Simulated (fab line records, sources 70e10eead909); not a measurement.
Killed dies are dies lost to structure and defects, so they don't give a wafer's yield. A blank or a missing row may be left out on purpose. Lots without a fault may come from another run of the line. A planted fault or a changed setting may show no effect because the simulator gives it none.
Chamber matching | flow nand_harc | NHARC_A_CHANNEL_FILL_D2_ETCHBACK_20 on rie_diel-11: 4 sister chambers
The step etches the open film in C4F8/O2/Ar, target depth 27 nm, time 13.5 s. 27 wafers are shown with their chamber, then 12 later ones without.

WAFERS WITH THEIR CHAMBER
wafer  | chamber | rf_vpp_V (V) | oes_product_au (a.u.)
L074.2 | 2       | 982          | 1.007
L074.3 | 3       | 983          | 1.000
L074.5 | 1       | 979          | 0.989
L076.1 | 0       | 985          | 0.993
L076.2 | 1       | 977          | 0.981
L076.4 | 3       | 981          | 0.976
L075.2 | 1       | 978          | 0.992
L075.4 | 0       | 985          | 0.996
L075.5 | 1       | 977          | 0.995
L078.1 | 3       | 982          | 1.001
L078.3 | 2       | 983          | 1.020
L078.5 | 2       | 982          | 1.011
L082.1 | 2       | 984          | 1.011
L082.2 | 3       | 982          | 0.985
L082.4 | 1       | 977          | 1.002
L083.1 | 2       | 983          | 1.002
L083.2 | 1       | 978          | 0.981
L083.3 | 0       | 986          | 0.989
L083.4 | 3       | 981          | 0.978
L083.5 | 1       | 978          | 0.985
L083.6 | 0       | 988          | 0.985
L085.3 | 0       | 987          | 1.015
L085.5 | 0       | 987          | 1.015
L085.6 | 1       | 977          | 1.004
L086.3 | 2       | 983          | 1.011
L086.5 | 1       | 977          | 1.020
L086.6 | 0       | 987          | 0.982

SIGNATURES (means of the wafers above)
reading        | chamber 0 | chamber 1 | chamber 2 | chamber 3 | scatter within a chamber
rf_vpp_V       | 986.43    | 977.56    | 982.83    | 981.80    | 0.874
oes_product_au | 0.99643   | 0.99433   | 1.01033   | 0.98800   | 0.0117
Rule: a wafer's distance from a chamber is the root of the sum, over the readings, of the square of ((its reading less the chamber's mean) divided by the reading's scatter). The wafer belongs to the nearest chamber; if the next one is less than 2 further off, it can't be placed. The scatter: the root of (the sum of the squares of (reading less its chamber's mean) over the shown wafers, divided by (wafers less chambers)).

WAFERS WITHOUT THEIR CHAMBER
wafer  | rf_vpp_V (V) | oes_product_au (a.u.)
L089.3 | 986          | 0.981
L089.5 | 985          | 0.985
L089.6 | 977          | 1.019
L091.1 | 976          | 1.018
L091.2 | 983          | 0.992
L091.6 | 984          | 0.989
L093.1 | 982          | 1.019
L093.2 | 983          | 0.999
L093.6 | 981          | 1.015
L094.1 | 976          | 0.933
L094.2 | 981          | 0.932
L094.6 | 983          | 0.938

WHICH CHAMBER EACH WENT THROUGH
wafer  | from the rows above          | in truth
L089.3 | 0                            | 0
L089.5 | can't be placed: 0 or 2 or 3 | 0
L089.6 | 1                            | 1
L091.1 | 1                            | 1
L091.2 | can't be placed: 3 or 2      | 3
L091.6 | can't be placed: 2 or 3 or 0 | 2
L093.1 | can't be placed: 2 or 3      | 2
L093.2 | can't be placed: 2 or 3      | 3
L093.6 | can't be placed: 2 or 3      | 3
L094.1 | 1                            | 1
L094.2 | can't be placed: 3 or 1      | 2
L094.6 | can't be placed: 3 or 2 or 0 | 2
Placed correctly: 4 of 12. Can't be placed from these rows: 8 (the true chamber is among the candidates in 7). Placed wrongly: 0.
